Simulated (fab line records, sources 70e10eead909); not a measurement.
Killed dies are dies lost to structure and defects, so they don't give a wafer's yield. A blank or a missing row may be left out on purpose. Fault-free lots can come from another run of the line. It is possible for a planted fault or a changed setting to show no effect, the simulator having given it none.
Tool commonality check -- flow nand-harc -- 45 wafers sampled across 15 lots

== REASON FOR OPENING ==
At NHARC_A_CHANNEL_HOLE_D2_CD_MEAS_31 the reading cd-nm is flagged on 3 of 15 lots. No-fault wafers: 89.8 nm, standard deviation 1.3.
Rule: flag the lot when none of its wafers has a number, or when each of its wafers that has one lies beyond 4 standard deviations from that mean. As for the other lots, they are considered sound.

lot,measured,on,"cd-nm (nm), wafer by wafer",flag
L353,day 13 17:44,cd-sem-03,88.7 89.5 88.1,
L352,day 13 18:07,cd-sem-03,91.3 89.1 89.8,
L354,day 14 02:26,cd-sem-02,90.7 88.5 88.7,
L355,day 14 12:23,cd-sem-03,91.2 91.0 90.2,
L356,day 15 08:47,cd-sem-01,89.3 88.1 89.1,
L362,day 18 10:10,cd-sem-01,-0.3 0.6 0.5,FLAGGED
L364,day 18 10:38,cd-sem-03,2.5 0.0 1.0,FLAGGED
L363,day 18 14:22,cd-sem-03,0.4 1.8 1.1,FLAGGED
L369,day 20 03:59,cd-sem-02,90.3 90.9 87.8,
L368,day 20 08:05,cd-sem-03,88.4 90.9 88.7,
L371,day 21 02:40,cd-sem-03,88.8 89.8 89.8,
L370,day 21 05:37,cd-sem-01,88.1 88.3 89.9,
L372,day 21 19:36,cd-sem-03,89.4 89.1 87.1,
L375,day 23 00:41,cd-sem-03,92.0 90.6 89.5,
L374,day 23 04:41,cd-sem-02,92.4 90.9 90.3,
Average over the flagged lots: 0.8 nm; offset from the usual -89.0 nm, equal to -68 standard deviations.

== EACH LOT AND THE TOOL IT RAN ON ==
4 process steps preceding the reading are held in the record, out of 1302 steps in the route. Each cell gives the tool, then ch followed by the chambers the sampled wafers passed through, then the start.
lot,flag,NHARC_A_CHANNEL_HOLE_D2_ETCH_39,NHARC_A_CHANNEL_HOLE_D2_ETCH_22,NHARC_A_CHANNEL_HOLE_D2_ETCH_23,NHARC_A_CHANNEL_HOLE_D2_ETCH_24
L353,,"rie-diel-06 ch 2,3, day 13 13:20 or earlier","har-etch-02 ch 0,1, day 13 13:20","har-etch-02 ch 0,1, day 13 13:58","har-etch-02 ch 0,1, day 13 14:41"
L352,,"rie-diel-11 ch 1,2,3, day 13 13:19 or earlier","har-etch-01 ch 0,1, day 13 13:19","har-etch-01 ch 0,1, day 13 13:53","har-etch-01 ch 0,1, day 13 14:35"
L354,,"rie-diel-09 ch 0,1, day 13 21:57 or earlier","har-etch-02 ch 0,1, day 13 21:57","har-etch-02 ch 0,1, day 13 22:34","har-etch-02 ch 0,1, day 13 23:19"
L355,,"rie-diel-11 ch 2,3, day 14 07:44 or earlier","har-etch-02 ch 0,1, day 14 07:44","har-etch-02 ch 0,1, day 14 08:18","har-etch-02 ch 0,1, day 14 08:59"
L356,,"rie-diel-09 ch 0,1,3, day 15 04:20 or earlier","har-etch-02 ch 0,1, day 15 04:20","har-etch-02 ch 0,1, day 15 04:56","har-etch-02 ch 0,1, day 15 05:40"
L362,FLAGGED,"rie-diel-11 ch 1,2,3, day 18 05:36 or earlier","har-etch-02 ch 0, day 18 05:36","har-etch-02 ch 0, day 18 06:11","har-etch-02 ch 0, day 18 06:53"
L364,FLAGGED,"rie-diel-09 ch 0,3, day 18 06:01 or earlier","har-etch-01 ch 0,1, day 18 06:01","har-etch-01 ch 0,1, day 18 06:35","har-etch-01 ch 0,1, day 18 07:16"
L363,FLAGGED,"rie-diel-06 ch 0,1,3, day 18 09:53 or earlier","har-etch-02 ch 0,1, day 18 09:53","har-etch-02 ch 0,1, day 18 10:29","har-etch-02 ch 0,1, day 18 11:13"
L369,,"rie-diel-09 ch 0,1, day 19 23:17 or earlier","har-etch-01 ch 0,1, day 19 23:17","har-etch-01 ch 0,1, day 19 23:52","har-etch-01 ch 0,1, day 20 00:34"
L368,,"rie-diel-11 ch 0,3, day 20 03:38 or earlier","har-etch-01 ch 0,1, day 20 03:38","har-etch-01 ch 0,1, day 20 04:15","har-etch-01 ch 0,1, day 20 04:58"
L371,,"rie-diel-11 ch 0,2,3, day 20 22:05 or earlier","har-etch-02 ch 0,1, day 20 22:05","har-etch-02 ch 0,1, day 20 22:43","har-etch-02 ch 0,1, day 20 23:26"
L370,,"rie-diel-09 ch 0,1,2, day 21 00:59 or earlier","har-etch-01 ch 0,1, day 21 00:59","har-etch-01 ch 0,1, day 21 01:34","har-etch-01 ch 0,1, day 21 02:16"
L372,,"rie-diel-09 ch 0,2,3, day 21 15:07 or earlier","har-etch-02 ch 0,1, day 21 15:07","har-etch-02 ch 0,1, day 21 15:44","har-etch-02 ch 0,1, day 21 16:27"
L375,,"rie-diel-09 ch 0,3, day 22 20:12 or earlier","har-etch-02 ch 0,1, day 22 20:12","har-etch-02 ch 0,1, day 22 20:49","har-etch-02 ch 0,1, day 22 21:32"
L374,,"rie-diel-06 ch 1,3, day 23 00:01 or earlier","har-etch-01 ch 0,1, day 23 00:01","har-etch-01 ch 0,1, day 23 00:36","har-etch-01 ch 0,1, day 23 01:18"
These steps, and what they do:
- NHARC_A_CHANNEL_HOLE_D2_ETCH_39: etches the open film in N2/H2, target depth 260 nm, time 325 s.
- NHARC_A_CHANNEL_HOLE_D2_ETCH_22: etches the open film in C4F8/O2/Ar, time 666.7 s, target depth 1600 nm.
- NHARC_A_CHANNEL_HOLE_D2_ETCH_23: etches the open film in C4F8/O2/Ar, time 819 s, target depth 1600 nm.
- NHARC_A_CHANNEL_HOLE_D2_ETCH_24: etches the open film in C4F8/O2/Ar, time 906.2 s, target depth 1500 nm.
- NHARC_A_CHANNEL_HOLE_D2_CD_MEAS_31

== FLAGGED OVER TOTAL, TOOL BY TOOL (the gauges that took the reading come last) ==
step,tool,lots run,flagged,share of the flagged lots,sound lots run after its first flagged lot
NHARC_A_CHANNEL_HOLE_D2_ETCH_39,rie-diel-06,3,1,some,1 (L374)
NHARC_A_CHANNEL_HOLE_D2_ETCH_39,rie-diel-09,7,1,some,"4 (L369,L370,L372,L375)"
NHARC_A_CHANNEL_HOLE_D2_ETCH_39,rie-diel-11,5,1,some,"2 (L368,L371)"
NHARC_A_CHANNEL_HOLE_D2_ETCH_22,har-etch-01,6,1,some,"4 (L369,L368,L370,L374)"
NHARC_A_CHANNEL_HOLE_D2_ETCH_22,har-etch-02,9,2,some,"3 (L371,L372,L375)"
NHARC_A_CHANNEL_HOLE_D2_ETCH_23,har-etch-01,6,1,some,"4 (L369,L368,L370,L374)"
NHARC_A_CHANNEL_HOLE_D2_ETCH_23,har-etch-02,9,2,some,"3 (L371,L372,L375)"
NHARC_A_CHANNEL_HOLE_D2_ETCH_24,har-etch-01,6,1,some,"4 (L369,L368,L370,L374)"
NHARC_A_CHANNEL_HOLE_D2_ETCH_24,har-etch-02,9,2,some,"3 (L371,L372,L375)"
NHARC_A_CHANNEL_HOLE_D2_CD_MEAS_31,cd-sem-01,3,1,some,1 (L370)
NHARC_A_CHANNEL_HOLE_D2_CD_MEAS_31,cd-sem-02,3,0,none,-
NHARC_A_CHANNEL_HOLE_D2_CD_MEAS_31,cd-sem-03,9,2,some,"4 (L368,L371,L372,L375)"
With no start given for some of its lots, NHARC_A_CHANNEL_HOLE_D2_ETCH_39 uses the hours and lot order of NHARC_A_CHANNEL_HOLE_D2_ETCH_22.

== THE TABLE: WHAT IT ALLOWS ==
No row of the table ran every flagged lot.

== WHAT THE SIMULATOR HAD INSERTED ==
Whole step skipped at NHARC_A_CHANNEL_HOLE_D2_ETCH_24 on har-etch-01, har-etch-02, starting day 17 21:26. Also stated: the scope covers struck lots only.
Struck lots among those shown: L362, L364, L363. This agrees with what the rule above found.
